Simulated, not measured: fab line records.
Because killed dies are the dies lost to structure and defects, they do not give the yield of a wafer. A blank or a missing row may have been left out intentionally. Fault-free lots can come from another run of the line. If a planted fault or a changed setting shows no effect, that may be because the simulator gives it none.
Matching of chambers | flow nandHarc | 4 sister chambers for NHARC_A_BONDPAD_CMP_29 on cmp-02
The step polishes SiCN, target thk 200 nm. 20 wafers are shown with their chamber, then 10 later ones without.

== EACH WAFER AND ITS CHAMBER ==
wafer  | chamber | motorCurrentA (A)
L074.1 | 3       | 12.2
L074.4 | 0       | 10.2
L074.6 | 2       | 10.8
L075.2 | 3       | 12.0
L075.5 | 3       | 11.6
L075.6 | 2       | 11.1
L082.1 | 1       | 11.9
L082.2 | 0       | 11.2
L082.4 | 3       | 11.5
L083.1 | 0       | 10.8
L083.2 | 3       | 11.6
L083.3 | 1       | 11.4
L086.1 | 1       | 11.5
L086.2 | 3       | 11.9
L086.5 | 1       | 11.7
L089.2 | 1       | 11.2
L089.4 | 3       | 11.6
L089.6 | 3       | 11.6
L090.1 | 2       | 10.9
L090.4 | 0       | 10.5

SIGNATURES, as means of the wafers listed above
reading       | chamber 0 | chamber 1 | chamber 2 | chamber 3 | scatter within a chamber
motorCurrentA | 10.675    | 11.540    | 10.933    | 11.750    | 0.288
Rule: for each reading, subtract the chamber's mean from the wafer's reading, divide by that reading's scatter and square the result; add these up over the readings and take the root, which gives the wafer's distance from the chamber. The wafer belongs to the nearest chamber; if the next one is less than 2 further off, it can't be placed. The scatter is the square root of a quotient: the sum, over the shown wafers, of each reading's squared deviation from its chamber's mean, divided by wafers minus chambers.

== WAFERS WHOSE CHAMBER IS MISSING ==
wafer  | motorCurrentA (A)
L090.5 | 11.7
L092.1 | 11.6
L092.3 | 11.1
L092.4 | 10.8
L095.3 | 11.1
L095.4 | 10.2
L095.6 | 11.8
L096.1 | 11.7
L096.2 | 11.3
L096.6 | 10.7

== THE CHAMBER EACH PASSED THROUGH ==
wafer  | from the rows above               | in truth
L090.5 | can't be placed: 3 or 1           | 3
L092.1 | can't be placed: 1 or 3           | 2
L092.3 | can't be placed: 2 or 0 or 1 or 3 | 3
L092.4 | can't be placed: 0 or 2           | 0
L095.3 | can't be placed: 2 or 0 or 1 or 3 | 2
L095.4 | can't be placed: 0 or 2           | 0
L095.6 | can't be placed: 3 or 1           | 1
L096.1 | can't be placed: 3 or 1           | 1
L096.2 | can't be placed: 1 or 2 or 3 or 0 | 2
L096.6 | can't be placed: 0 or 2           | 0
Correctly placed: 0 of 10. These rows do not allow placing 10 (true chamber among the candidates in 9). Wrongly placed: 0.
